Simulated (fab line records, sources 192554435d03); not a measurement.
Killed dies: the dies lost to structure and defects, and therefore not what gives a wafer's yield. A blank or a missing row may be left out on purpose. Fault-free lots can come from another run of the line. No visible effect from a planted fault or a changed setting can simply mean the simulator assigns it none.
Split-lot study :: flow n5_finfet :: 21 wafers read from 7 lots, route of 1938 steps

== THE SPLIT ==
At N5_SDB_COAT_05 (resist thk 90 nm), the setting spin_rpm was moved away from the recipe's 1500 rpm on 7 of the 21 wafers read, by -7.5% to +9.4%. For the rest of the wafers, this setting stayed at what the recipe calls for.

== FROM THE SPLIT TO THE READING: what the file shows between them, 4 steps ==
- N5_SDB_EBR_07
- N5_SDB_SOFTBAKE_06: time 60 s
- N5_SDB_EXPOSE_08: exposes mask SDB
- N5_SDB_PEB_09: peb time 60 s

== THE READING ==
CAR-ArF_of_SDB_COAT_05.thk_nm (the simulator's own value, which no gauge read), in nm, at N5_SDB_DEVELOP_10 (develop time 30 s). The file does not state a usual value for it. Across the 14 wafers here that went through the recipe, the average is 88.4 nm and the standard deviation 0.3 nm.

wafer: L077.1
tool, chamber at the split: litho_track-05, 0
spin_rpm as run, rpm: 1387
against the recipe: -7.5%
CAR-ArF_of_SDB_COAT_05.thk_nm, nm: 91.6
against lot-mates on the recipe: +3.6

wafer: L077.5
tool, chamber at the split: litho_track-05, 0
spin_rpm as run, rpm: 1387
against the recipe: -7.5%
CAR-ArF_of_SDB_COAT_05.thk_nm, nm: 91.8
against lot-mates on the recipe: +3.8

wafer: L077.6
tool, chamber at the split: litho_track-05, 0
spin_rpm as run, rpm: 1500
against the recipe: recipe
CAR-ArF_of_SDB_COAT_05.thk_nm, nm: 88
against lot-mates on the recipe: -

wafer: L080.1
tool, chamber at the split: litho_track-01, 0
spin_rpm as run, rpm: 1500
against the recipe: recipe
CAR-ArF_of_SDB_COAT_05.thk_nm, nm: 88
against lot-mates on the recipe: -

wafer: L080.3
tool, chamber at the split: litho_track-01, 0
spin_rpm as run, rpm: 1500
against the recipe: recipe
CAR-ArF_of_SDB_COAT_05.thk_nm, nm: 88.2
against lot-mates on the recipe: -

wafer: L080.6
tool, chamber at the split: litho_track-01, 0
spin_rpm as run, rpm: 1500
against the recipe: recipe
CAR-ArF_of_SDB_COAT_05.thk_nm, nm: 88.2
against lot-mates on the recipe: -

wafer: L081.1
tool, chamber at the split: litho_track-01, 0
spin_rpm as run, rpm: 1500
against the recipe: recipe
CAR-ArF_of_SDB_COAT_05.thk_nm, nm: 88.2
against lot-mates on the recipe: -

wafer: L081.2
tool, chamber at the split: litho_track-01, 0
spin_rpm as run, rpm: 1641
against the recipe: +9.4%
CAR-ArF_of_SDB_COAT_05.thk_nm, nm: 84.2
against lot-mates on the recipe: -4.1

wafer: L081.5
tool, chamber at the split: litho_track-01, 0
spin_rpm as run, rpm: 1500
against the recipe: recipe
CAR-ArF_of_SDB_COAT_05.thk_nm, nm: 88.4
against lot-mates on the recipe: -

wafer: L082.2
tool, chamber at the split: litho_track-05, 0
spin_rpm as run, rpm: 1500
against the recipe: recipe
CAR-ArF_of_SDB_COAT_05.thk_nm, nm: 88
against lot-mates on the recipe: -

wafer: L082.3
tool, chamber at the split: litho_track-05, 0
spin_rpm as run, rpm: 1500
against the recipe: recipe
CAR-ArF_of_SDB_COAT_05.thk_nm, nm: 88.2
against lot-mates on the recipe: -

wafer: L082.4
tool, chamber at the split: litho_track-05, 0
spin_rpm as run, rpm: 1640
against the recipe: +9.3%
CAR-ArF_of_SDB_COAT_05.thk_nm, nm: 84.4
against lot-mates on the recipe: -3.7

wafer: L086.2
tool, chamber at the split: litho_track-03, 0
spin_rpm as run, rpm: 1394
against the recipe: -7.1%
CAR-ArF_of_SDB_COAT_05.thk_nm, nm: 91.8
against lot-mates on the recipe: +3.2

wafer: L086.6
tool, chamber at the split: litho_track-03, 0
spin_rpm as run, rpm: 1394
against the recipe: -7.1%
CAR-ArF_of_SDB_COAT_05.thk_nm, nm: 91.8
against lot-mates on the recipe: +3.2

wafer: L086.5
tool, chamber at the split: litho_track-03, 0
spin_rpm as run, rpm: 1500
against the recipe: recipe
CAR-ArF_of_SDB_COAT_05.thk_nm, nm: 88.6
against lot-mates on the recipe: -

wafer: L091.3
tool, chamber at the split: litho_track-05, 0
spin_rpm as run, rpm: 1500
against the recipe: recipe
CAR-ArF_of_SDB_COAT_05.thk_nm, nm: 88.8
against lot-mates on the recipe: -

wafer: L091.4
tool, chamber at the split: litho_track-05, 0
spin_rpm as run, rpm: 1500
against the recipe: recipe
CAR-ArF_of_SDB_COAT_05.thk_nm, nm: 88.8
against lot-mates on the recipe: -

wafer: L091.6
tool, chamber at the split: litho_track-05, 0
spin_rpm as run, rpm: 1500
against the recipe: recipe
CAR-ArF_of_SDB_COAT_05.thk_nm, nm: 88.8
against lot-mates on the recipe: -

wafer: L093.2
tool, chamber at the split: litho_track-03, 0
spin_rpm as run, rpm: 1570
against the recipe: +4.7%
CAR-ArF_of_SDB_COAT_05.thk_nm, nm: 86.6
against lot-mates on the recipe: -2.0

wafer: L093.3
tool, chamber at the split: litho_track-03, 0
spin_rpm as run, rpm: 1500
against the recipe: recipe
CAR-ArF_of_SDB_COAT_05.thk_nm, nm: 88.6
against lot-mates on the recipe: -

wafer: L093.5
tool, chamber at the split: litho_track-03, 0
spin_rpm as run, rpm: 1500
against the recipe: recipe
CAR-ArF_of_SDB_COAT_05.thk_nm, nm: 88.6
against lot-mates on the recipe: -

FIT RESULTS
A straight line over all 21 wafers: CAR-ArF_of_SDB_COAT_05.thk_nm changes by -0.445 nm for each +1% of spin_rpm; r = -0.99; the points scatter about the line by 0.28 nm.
The same after taking each lot's own level away (the mean of its wafers on the recipe; 21 wafers): -0.446 nm for each +1%; r = -1.00; scatter 0.16 nm.
That fit puts the effect of the largest move of spin_rpm on the reading at 4.2 nm.
The span of the lots' own levels, 88.00 to 88.80 nm, comes to 2.7 times the standard deviation stated above.
So the lot-to-lot level changes the slope little: the two slopes agree.
Check: for one of the wafers moved furthest among these (+9.4%), held out of the fit, the line's prediction against its lot-mates is -4.13 nm. It came out at -4.1 nm against them.

== THESE WAFERS: OTHER SPLITS ==
Before the reading, these wafers also passed through other splits. Each is held against what the fit with the lots' levels taken away leaves over:
other split on the same wafers: N5_DUMMY_GATE_ETCH_37 source_w
wafers away from the commonest value: 6
r with CAR-ArF_of_SDB_COAT_05.thk_nm (lot level and that fit taken away): -0.10

other split on the same wafers: N5_SD_EPI_N_COAT_33 spin_rpm
wafers away from the commonest value: 4
r with CAR-ArF_of_SDB_COAT_05.thk_nm (lot level and that fit taken away): -0.04

other split on the same wafers: N5_SD_EPI_N_DESCUM_14 time_s
wafers away from the commonest value: 7
r with CAR-ArF_of_SDB_COAT_05.thk_nm (lot level and that fit taken away): +0.36

== THE WHOLE CHAIN: every reading that the file lists as answering this split, in the file's order ==
step: N5_SDB_COAT_05
what it does: resist thk 90 nm
reading: CAR-ArF_of_SDB_COAT_05.thk_nm (the simulator's own value, which no gauge read)
change (the file's fit): -0.432 nm for each +1% of the setting
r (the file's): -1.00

step: N5_SDB_DEVELOP_10
what it does: develop time 30 s
reading: CAR-ArF_of_SDB_COAT_05.thk_nm (the simulator's own value, which no gauge read)
change (the file's fit): -0.437 nm for each +1% of the setting
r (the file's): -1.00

== THE FILE'S OWN FIT ==
CAR-ArF_of_SDB_COAT_05.thk_nm changes by -0.437 nm for each +1% of spin_rpm, r = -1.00.
